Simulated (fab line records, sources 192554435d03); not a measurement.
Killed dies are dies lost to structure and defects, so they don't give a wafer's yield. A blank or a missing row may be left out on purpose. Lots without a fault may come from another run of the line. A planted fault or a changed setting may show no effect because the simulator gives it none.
fab line records | flow n5_finfet
record lots=5 wafers=15 last_day=16
route steps=1938 shown BEOL_M1@825
lots that met no fault: from a run of the same line without faults
start_h: hours from the record's first day to the start of the lot's first wafer shown | wait_h: hours since the lot's step before | " the same as in the row above | L1.1+2: a row that stands for several wafers | - no value, or no start given | * or withheld: withheld | < > ~ a bound
route shown NAME@n: a module of which the file shows steps, and the number in the route of the first | usual: mean/standard deviation of fault-free wafers | same: alike in all rows | chamber/n: place in a boat | sites: the reading at each site | _std_site: their standard deviation | _edge_site: outer sites' mean less inner sites' | radius_mm: how far each site lies from the wafer's centre | mask NAME#n: copy n | behind: the tool/chamber that last shaped the wafer | hold: why the lot was held/for how many hours/how that ended | device: the transistor (n, p or np) that didn't switch | end of line: the same wafers' tests at the end of the route | a step without rows: its recipe alone | killed: dies lost to structure and defects at the first sort, not the wafer's yield | map: a wafer's dies, x killed, . not, _ none there
set.NAME: the setting as run; set.NAME@STEP: as run at that earlier step | model.NAME: the simulator's own value behind a step, which no gauge read
lots at some steps of the route; a table a step, a row a wafer
services: from which hour (start_h, from the record's first day; less than 0 if before it) a tool's chamber was out of use, for how many hours, and why
## steps
# step N5_BEOL_M1_ANNEAL_91
# recipe temp_c=400 time_s=240 ambient=vacuum
# usual heater_power_w=818/68
# columns lot.wafer tool chamber start_h wait_h heater_power_w
L077.1 pvd_sputter-02 - 147.02 0.0 834
L077.3 " - " " 937
L077.6 " - " " 882
L080.2 pvd_sputter-02 - 166.77 0.0 798
L080.3 " - " " 833
L080.4 " - " " 878
L081.1 pvd_sputter-02 - 171.51 0.0 868
L081.4 " - " " 804
L081.6 " - " " 809
L084.3 pvd_sputter-02 - 194.28 0.0 849
L084.5 " - " " 813
L084.6 " - " " 813
L091.2 pvd_sputter-01 - 240.55 0.0 897
L091.3 " - " " 699
L091.6 " - " " 858
# step N5_BEOL_M1_SPUTTER_92
# recipe material=Cu target_thk_a=45 temp_c=-20 chamber_pressure_pa=0.07 power_w=withheld time_s=8.29
# usual chuck_sensor_temp_C=-15.9/0.3 throttle_valve_pct=29.5/1.1
# columns lot.wafer tool chamber start_h wait_h chuck_sensor_temp_C throttle_valve_pct
L077.1 pvd_sputter-02 - 147.16 0.1 -16.2 30.2
L077.3 " - " " -16.0 28.9
L077.6 " - " " -15.9 28.8
L080.2 pvd_sputter-02 - 166.91 0.1 -15.7 29.4
L080.3 " - " " -15.5 29.8
L080.4 " - " " -16.0 28.8
L081.1 pvd_sputter-02 - 171.65 0.1 -15.9 29.0
L081.4 " - " " -15.7 30.1
L081.6 " - " " -15.5 29.8
L084.3 pvd_sputter-02 - 194.42 0.1 -16.0 30.1
L084.5 " - " " -16.0 30.0
L084.6 " - " " -15.9 29.6
L091.2 pvd_sputter-01 - 240.69 0.1 -15.7 30.5
L091.3 " - " " -15.9 29.3
L091.6 " - " " -15.5 28.1
# step N5_BEOL_M1_ANNEAL_93
# recipe temp_c=400 time_s=240 ambient=vacuum
# usual heater_power_w=817/69
# columns lot.wafer tool chamber start_h wait_h heater_power_w
L077.1 pvd_sputter-02 - 147.24 0.0 824
L077.3 " - " " 895
L077.6 " - " " 887
L080.2 pvd_sputter-02 - 166.99 0.0 792
L080.3 " - " " 789
L080.4 " - " " 877
L081.1 pvd_sputter-02 - 171.73 0.0 899
L081.4 " - " " 803
L081.6 " - " " 798
L084.3 pvd_sputter-02 - 194.50 0.0 844
L084.5 " - " " 832
L084.6 " - " " 796
L091.2 pvd_sputter-01 - 240.77 0.0 903
L091.3 " - " " 708
L091.6 " - " " 854
# step N5_BEOL_M1_SPUTTER_94
# recipe material=Cu target_thk_a=45 temp_c=-20 chamber_pressure_pa=0.07 power_w=withheld time_s=8.29
# usual chuck_sensor_temp_C=-15.90/0.29 throttle_valve_pct=29.6/1.1
# columns lot.wafer tool chamber start_h wait_h chuck_sensor_temp_C throttle_valve_pct
L077.1 pvd_sputter-02 - 147.38 0.1 -16.06 30.2
L077.3 " - " " -15.99 28.9
L077.6 " - " " -16.10 28.9
L080.2 pvd_sputter-02 - 167.13 0.1 -15.79 29.2
L080.3 " - " " -15.77 30.1
L080.4 " - " " -16.05 28.8
L081.1 pvd_sputter-02 - 171.87 0.1 -15.98 28.6
L081.4 " - " " -15.64 30.2
L081.6 " - " " -15.55 30.0
L084.3 pvd_sputter-02 - 194.64 0.1 -15.93 29.8
L084.5 " - " " -16.10 30.0
L084.6 " - " " -15.65 29.4
L091.2 pvd_sputter-01 - 240.91 0.1 -15.75 30.2
L091.3 " - " " -15.73 29.2
L091.6 " - " " -15.67 28.3
# step N5_BEOL_M1_ANNEAL_95
# recipe temp_c=400 time_s=240 ambient=vacuum
# usual heater_power_w=819/68
# columns lot.wafer tool chamber start_h wait_h heater_power_w
L077.1 pvd_sputter-02 - 147.46 0.0 829
L077.3 " - " " 906
L077.6 " - " " 889
L080.2 pvd_sputter-02 - 167.21 0.0 801
L080.3 " - " " 821
L080.4 " - " " 888
L081.1 pvd_sputter-02 - 171.95 0.0 898
L081.4 " - " " 798
L081.6 " - " " 790
L084.3 pvd_sputter-02 - 194.72 0.0 848
L084.5 " - " " 848
L084.6 " - " " 821
L091.2 pvd_sputter-01 - 240.99 0.0 882
L091.3 " - " " 687
L091.6 " - " " 837
# step N5_BEOL_M1_SPUTTER_96
# recipe material=Cu target_thk_a=45 temp_c=-20 chamber_pressure_pa=0.07 power_w=withheld time_s=8.29
# usual chuck_sensor_temp_C=-15.90/0.27 throttle_valve_pct=29.6/1
# columns lot.wafer tool chamber start_h wait_h chuck_sensor_temp_C throttle_valve_pct
L077.1 pvd_sputter-02 - 147.60 0.1 -16.07 30.2
L077.3 " - " " -15.92 28.6
L077.6 " - " " -15.99 29.0
L080.2 pvd_sputter-02 - 167.35 0.1 -15.60 29.4
L080.3 " - " " -15.78 29.6
L080.4 " - " " -15.97 29.0
L081.1 pvd_sputter-02 - 172.09 0.1 -15.82 28.6
L081.4 " - " " -15.71 29.8
L081.6 " - " " -15.80 30.0
L084.3 pvd_sputter-02 - 194.86 0.1 -16.13 30.0
L084.5 " - " " -16.14 30.0
L084.6 " - " " -15.75 29.4
L091.2 pvd_sputter-01 - 241.13 0.1 -15.79 30.0
L091.3 " - " " -15.65 29.2
L091.6 " - " " -15.68 28.4
# step N5_BEOL_M1_ECD_50
# recipe material=Cu target_thk_a=3000
# columns lot.wafer tool chamber start_h wait_h
L077.1+3+6 ecd_cu-01 1 147.72 0.1
L080.2+3+4 ecd_cu-02 0,0,1 167.46 0.1
L081.1+4+6 ecd_cu-01 0,0,1 172.20 0.1
L084.3+5+6 ecd_cu-01 0,0,1 195.00 0.1
L091.2+3+6 ecd_cu-02 1,0,1 241.25 0.1
# step N5_BEOL_M1_ANNEAL_51
# recipe temp_c=225 time_s=90 ambient=N2
# usual wafer_temp_C_max=225.72/0.24
# columns lot.wafer tool chamber start_h wait_h wafer_temp_C_max
L077.1 rtp_anneal-01 0 147.79 0.1 225.72
L077.3 " 0 " " 225.62
L077.6 " 0 " " 225.78
L080.2 rtp_anneal-01 0 167.59 0.1 225.84
L080.3 " 0 " " 225.58
L080.4 " 0 " " 226.03
L081.1 rtp_anneal-02 0 172.59 0.4 225.80
L081.4 " 0 " " 225.48
L081.6 " 0 " " 225.79
L084.3 rtp_anneal-02 0 195.15 0.1 226.29
L084.5 " 0 " " 225.96
L084.6 " 0 " " 225.88
L091.2 rtp_anneal-01 0 241.37 0.1 225.39
L091.3 " 0 " " 225.49
L091.6 " 0 " " 225.55
# step N5_BEOL_M1_CMP_52
# recipe stop_on=SiOC t_overpolish_s=6.8 down_force_psi=1 platen_rpm=50 clearing_platen_down_force_psi=1.5 clearing_platen_rpm=50 post_cmp_clean=cu_alkaline target_thk_nm=40 clearing_platen_pad_velocity_m_s=0.99484 pad_velocity_m_s=0.99484
# usual barrier_field_endpoint_s=24.8/0.68 motor_current_A=5.9/0.77 overpolish_run_s=6.800/0.0087 slurry_filter_dp_kPa=13.50/0.13 time_to_endpoint_s=63/3.4
# columns lot.wafer tool chamber start_h wait_h barrier_field_endpoint_s motor_current_A overpolish_run_s slurry_filter_dp_kPa time_to_endpoint_s
L077.1 cmp-03 0 148.36 0.5 24.8 5.8 6.796 13.49 62
L077.3 " 3 " " 25.3 5.2 6.796 13.52 67
L077.6 " 0 " " 24.5 6.3 6.802 13.53 62
L080.3 cmp-03 1 167.84 0.2 25.5 5.2 6.785 13.46 69
L080.2 " 2 " " 24.9 6.4 6.792 13.37 69
L080.4 " 3 " " 25.9 5.3 6.810 13.56 71
L081.4 cmp-04 0 172.89 0.1 24.4 5.8 6.793 13.33 58
L081.1 " 3 " " 25.0 4.9 6.802 13.36 63
L081.6 " 1 " " 25.9 6.0 6.796 13.78 63
L084.3 cmp-04 2 195.39 0.2 25.0 5.9 6.786 13.45 64
L084.6 " 1 " " 25.9 6.1 6.805 13.26 67
L084.5 " 2 " " 25.2 6.1 6.809 13.55 64
L091.3 cmp-03 2 241.63 0.2 25.4 6.2 6.799 13.60 62
L091.2 " 3 " " 24.4 5.2 6.805 13.53 60
L091.6 " 3 " " 24.3 5.3 6.796 13.56 60
# step N5_BEOL_M1_THK_MEAS_53
# recipe thk_meas_gauge=xrf reads=Cu_of_BEOL_M1_ECD_50
# usual M1_THK=38.7/1.6
# columns lot.wafer tool chamber start_h wait_h M1_THK[nm]
L077.1 film_metro-02 - 148.66 - 36.7
L077.3 " - " " 38.8
L077.6 " - " " 38.1
L080.2 film_metro-02 - 168.13 - 40.4
L080.3 " - " " 40.1
L080.4 " - " " 43.4
L081.1 film_metro-01 - 173.19 - 37.4
L081.4 " - " " 37.7
L081.6 " - " " 38.3
L084.3 film_metro-01 - 195.65 - 38.2
L084.5 " - " " 38.0
L084.6 " - " " 36.5
L091.2 film_metro-02 - 241.92 - 40.1
L091.3 " - " " 41.3
L091.6 " - " " 40.5
# step N5_BEOL_M1_PRE_CLEAN_60
# recipe gas=NH3/H2 time_s=15 temp_c=* rf_power_w=300
# usual heater_power_w=84/18 rf_fwd_power_W=296.2/1.3
# columns lot.wafer tool chamber start_h wait_h heater_power_w rf_fwd_power_W
L077.1 cvd_co-02 0 148.69 0.0 86 297.3
L077.3 " 2 " " 82 296.9
L077.6 " 2 " " 81 297.1
L080.2 cvd_co-02 2 168.17 0.0 81 297.5
L080.3 " 0 " " 90 298.7
L080.4 " 0 " " 90 296.7
L081.1 cvd_co-01 1 173.22 0.0 113 296.2
L081.4 " 1 " " 114 297.0
L081.6 " 2 " " 91 296.5
L084.3 cvd_co-02 1 195.68 0.0 52 294.8
L084.5 " 0 " " 88 296.9
L084.6 " 1 " " 52 295.5
L091.2 cvd_co-01 1 241.96 0.0 112 296.4
L091.3 " 0 " " 83 297.8
L091.6 " 0 " " 82 297.1
# step N5_BEOL_M1_CO_CAP_55
# recipe material=Co target_thk_a=20 temp_c=200 precursor=CCTBA/H2 pressure_torr=30 time_s=102.1
# usual heater_power_w=235/23
# columns lot.wafer tool chamber start_h wait_h heater_power_w
L077.1 cvd_co-02 0 148.73 0.0 237
L077.3 " 2 " " 227
L077.6 " 2 " " 236
L080.2 cvd_co-02 2 168.21 0.0 230
L080.3 " 0 " " 237
L080.4 " 0 " " 242
L081.1 cvd_co-01 1 173.26 0.0 270
L081.4 " 1 " " 265
L081.6 " 2 " " 238
L084.3 cvd_co-02 1 195.72 0.0 198
L084.5 " 0 " " 236
L084.6 " 1 " " 196
L091.2 cvd_co-01 1 242.00 0.0 274
L091.3 " 0 " " 235
L091.6 " 0 " " 238
# step N5_BEOL_M1_PRE_CLEAN_56
# recipe gas=NH3 time_s=15 temp_c=withheld rf_power_w=300
# usual rf_fwd_power_W=295.1/1.6
# columns lot.wafer tool chamber start_h wait_h rf_fwd_power_W
L077.1 pecvd-01 2 148.82 0.1 296.7
L077.3 " 0 " " 296.3
L077.6 " 1 " " 295.2
L080.2 pecvd-01 1 168.30 0.1 295.5
L080.3 " 2 " " 295.3
L080.4 " 0 " " 294.6
L081.1 pecvd-03 0 173.35 0.1 295.0
L081.4 " 2 " " 293.9
L081.6 " 0 " " 294.2
L084.3 pecvd-03 2 195.83 0.1 294.3
L084.5 " 1 " " 296.1
L084.6 " 2 " " 294.4
L091.2 pecvd-03 2 242.09 0.1 292.8
L091.3 " 1 " " 295.0
L091.6 " 1 " " 294.6
# step N5_BEOL_M1_DEP_57
# recipe material=SiCN target_thk_a=80 temp_c=withheld precursor=3MS/NH3 pressure_torr=3 rf_w=202 time_s=14
# usual rf_fwd_power_W=199.7/0.89 showerhead_plenum_p_Torr=3.669/0.015 showerhead_vpp_V=883/34 throttle_valve_pct=9.3/0.61
# columns lot.wafer tool chamber start_h wait_h rf_fwd_power_W showerhead_plenum_p_Torr showerhead_vpp_V throttle_valve_pct
L077.1 pecvd-01 2 148.85 0.0 201.2 3.675 916 9.1
L077.3 " 0 " " 200.5 3.692 899 10.2
L077.6 " 1 " " 197.8 3.672 812 9.2
L080.2 pecvd-01 1 168.33 0.0 198.5 3.662 803 9.0
L080.3 " 2 " " 200.7 3.671 899 9.3
L080.4 " 0 " " 199.9 3.695 887 10.4
L081.1 pecvd-03 0 173.38 0.0 199.9 3.654 894 10.3
L081.4 " 2 " " 198.9 3.655 896 8.6
L081.6 " 0 " " 199.4 3.661 902 10.1
L084.3 pecvd-03 2 195.85 0.0 199.4 3.647 884 8.6
L084.5 " 1 " " 199.0 3.672 860 8.6
L084.6 " 2 " " 199.0 3.656 888 8.7
L091.2 pecvd-03 2 242.11 0.0 198.9 3.651 876 8.7
L091.3 " 1 " " 199.1 3.679 872 8.6
L091.6 " 1 " " 200.6 3.673 875 8.5
# step N5_BEOL_M1_RS_MEAS_58
# recipe thk_meas_gauge=four-point-probe reads=Co_of_BEOL_M1_CO_CAP_55+Cu_of_BEOL_M1_ECD_50+Co_of_BEOL_M1_CVD_47+TaN_of_BEOL_M1_ALD_84
# usual M1_RS=0.68/0.036
# columns lot.wafer tool chamber start_h wait_h M1_RS[ohm/sq]
L077.1 film_metro-01 - 148.92 0.0 0.71
L077.3 " - " " 0.66
L077.6 " - " " 0.67
L080.2 film_metro-02 - 168.39 0.1 0.63
L080.3 " - " " 0.64
L080.4 " - " " 0.58
L081.1 film_metro-02 - 173.45 0.0 0.70
L081.4 " - " " 0.69
L081.6 " - " " 0.68
L084.3 film_metro-01 - 195.92 0.1 0.69
L084.5 " - " " 0.69
L084.6 " - " " 0.72
L091.2 film_metro-02 - 242.18 0.1 0.64
L091.3 " - " " 0.62
L091.6 " - " " 0.64
## services
# columns tool chamber start_h hours kind
pecvd-01 - 123.82 1.4 repair
cvd_co-01 - 133.27 2.8 pm
cmp-03 - 133.43 6.7 pm
cmp-04 - 136.94 7.0 pm
ecd_cu-01 - 145.75 1.1 repair
cmp-04 - 164.11 1.0 repair
cmp-03 - 178.06 4.0 pm
cmp-03 - 182.06 - consumable_replace:conditioner
cmp-03 - 182.06 - consumable_replace:pad
cmp-04 - 182.35 0.4 repair
cmp-04 - 189.92 0.3 repair
cmp-04 - 203.12 2.8 repair
pecvd-01 2 217.11 6.5 repair
pecvd-03 0 218.77 14.6 repair
pecvd-03 - 232.87 3.7 repair
## key
fault none
